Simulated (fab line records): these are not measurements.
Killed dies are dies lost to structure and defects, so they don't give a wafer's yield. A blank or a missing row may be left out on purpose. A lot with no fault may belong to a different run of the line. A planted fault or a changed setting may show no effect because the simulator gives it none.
Code-filled problem report in 8D (eight disciplines) form + flow n5 finfet + the parts of the form that need people (team, actions taken, sign-off) are left out

## 1. PROBLEM STATEMENT
cf4 flow sccm at N5_SDB_ETCH_17 reads a mean of 70.09 sccm on 2 wafers of 2 lots; wafers without a fault read 99.95 sccm with a standard deviation of 0.26. That is -99 or more standard deviations from the usual mean.
The step: etches SiARC in CF4, target depth 23.4 nm, time 39 s.
First observed at day 7 14:40: wafer L863.1, on rie diel-01. Wafers with a number at this step in the record: 31, from 11 lots. Rule for "out" (also "out of limits"): further than 4 standard deviations from the usual mean. All remaining wafers that have a number are taken as sound.

## 2. WHAT IT IS; WHAT IT IS NOT
| question                    | is                                | is not                                                                      |
|-----------------------------|-----------------------------------|-----------------------------------------------------------------------------|
| which readings at this step | cf4 flow sccm, throttle valve pct | drypump motor current A, oes product au, rf vpp V, showerhead plenum p Torr |
| which lots                  | L863, L867                        | L849, L850, L851, L853, L854, L855, L857, L858, L870                        |
| which wafers of those lots  | L863.1, L867.4                    | L867.1, L867.6                                                              |
| read on which tools         | rie diel-01                       | rie diel-02, rie diel-06                                                    |
| when                        | from day 7 14:40                  | up to then (24 sound wafers); but 5 sound wafers of L867, L870 came after   |

## 3. THE SUSPECTS, EACH WITH WHAT RULES IT OUT
Counting: a tool at a process step up to the reading stays a suspect if it ran every lot that is out. Sound lots after the first of them don't rule it out here, since some wafers of a struck lot are sound.
- rie diel-01 at N5_SDB_ETCH_17 (etches SiARC in CF4, target depth 23.4 nm, time 39 s): kept. Every lot that is out went through it, the first being L863 (day 7 14:40); the last sound lot it ran before that was L857 (day 6 08:13). Out on those wafers are its own readings of cf4 flow sccm, throttle valve pct.
- The sound lot-mates ran in chamber 1 of rie diel-01 at N5_SDB_ETCH_17, but the wafers that are out ran in chamber 3.
Remaining after the count: rie diel-01 at N5_SDB_ETCH_17.

## 4. THE CAUSE (what the simulator had put in)
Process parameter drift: rie diel-01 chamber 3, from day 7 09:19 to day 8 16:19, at N5_SDB_ETCH_17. The setting cf4 flow sccm was moved by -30, starting from 100. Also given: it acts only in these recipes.
Only this tool survived the counting.

## 5. SEQUENCE OF EFFECTS, ordered by route
One row per reading whose mean, taken over the struck wafers that have a number, lies over 3 standard deviations from the usual. Only readings for which the record gives a usual standard deviation are gone through. hours: the time from each lot's start at the first step in this table that gives one to its start at this step, as a median over the lots. sigmas: the change in usual standard deviations.
| hours | step           | reading            | usual      | on struck wafers | change | sigmas      |
|-------|----------------|--------------------|------------|------------------|--------|-------------|
| 0     | N5_SDB_ETCH_17 | cf4 flow sccm      | 99.95 sccm | 70.09            | -29.86 | -99 or more |
| 0     | N5_SDB_ETCH_17 | etch rf on time s  | 38.8 s     | 40.5             | +1.7   | +3.9        |
| 0     | N5_SDB_ETCH_17 | throttle valve pct | 15.62 %    | 14.35            | -1.27  | -5.5        |
It contains these process steps:
- N5_SDB_ETCH_17: etches SiARC in CF4, target depth 23.4 nm, time 39 s.

## 6. HOW IT WOULD HAVE BEEN CAUGHT EARLIER
In this record the first reading out of limits was taken at day 7 14:40, 5 hours after the fault began at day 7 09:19.
